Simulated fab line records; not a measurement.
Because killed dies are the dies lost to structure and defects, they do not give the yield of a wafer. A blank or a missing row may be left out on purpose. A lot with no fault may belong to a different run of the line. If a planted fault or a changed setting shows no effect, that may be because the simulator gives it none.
Chamber matching -- flow n5Finfet -- 3 sister chambers for N5_FIN_SAQP_HM_DEP_72 on pecvd-04
The step deposits SiO2 from SiH4/N2O, target thk 12 nm, time 7.2 s. 3 wafers are shown with their chamber, then 11 later ones without.

== WAFERS, EACH WITH ITS CHAMBER ==
wafer,chamber,showerheadPlenumPTorr (Torr)
L093.2,1,8.25
L093.5,2,8.23
L095.2,0,8.39

== WAFERS MISSING THEIR CHAMBER ==
wafer,showerheadPlenumPTorr (Torr)
L095.3,8.24
L095.5,8.24
L096.1,8.41
L096.2,8.24
L096.3,8.26
L096.4,8.39
L096.5,8.37
L096.6,8.27
L097.2,8.26
L097.3,8.23
L097.5,8.39

== EACH ONE'S CHAMBER ==
wafer,from the rows above,in truth
L095.3,can't be placed: 1 or 2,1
L095.5,can't be placed: 1 or 2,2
L096.1,0,0
L096.2,can't be placed: 1 or 2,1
L096.3,can't be placed: 1 or 2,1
L096.4,0,0
L096.5,0,0
L096.6,can't be placed: 1 or 2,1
L097.2,can't be placed: 1 or 2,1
L097.3,can't be placed: 2 or 1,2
L097.5,0,0
Correct placement for 4 of the 11. Not placeable from these rows: 7 (in 7, the candidates include the true chamber). 0 placed wrongly.
How it was worked out, from the rows above alone: a wafer's distance from a chamber is the root of the sum, over the readings, of the square of ((its reading less the chamber's mean) divided by the reading's scatter). The wafer belongs to the nearest chamber; if the next one is less than 2 further off, it can't be placed. The mean given for a chamber averages the wafers shown for that chamber. The scatter: with one shown wafer a chamber, the root of the mean of the squares of how far each hidden wafer lies from its nearest shown one.
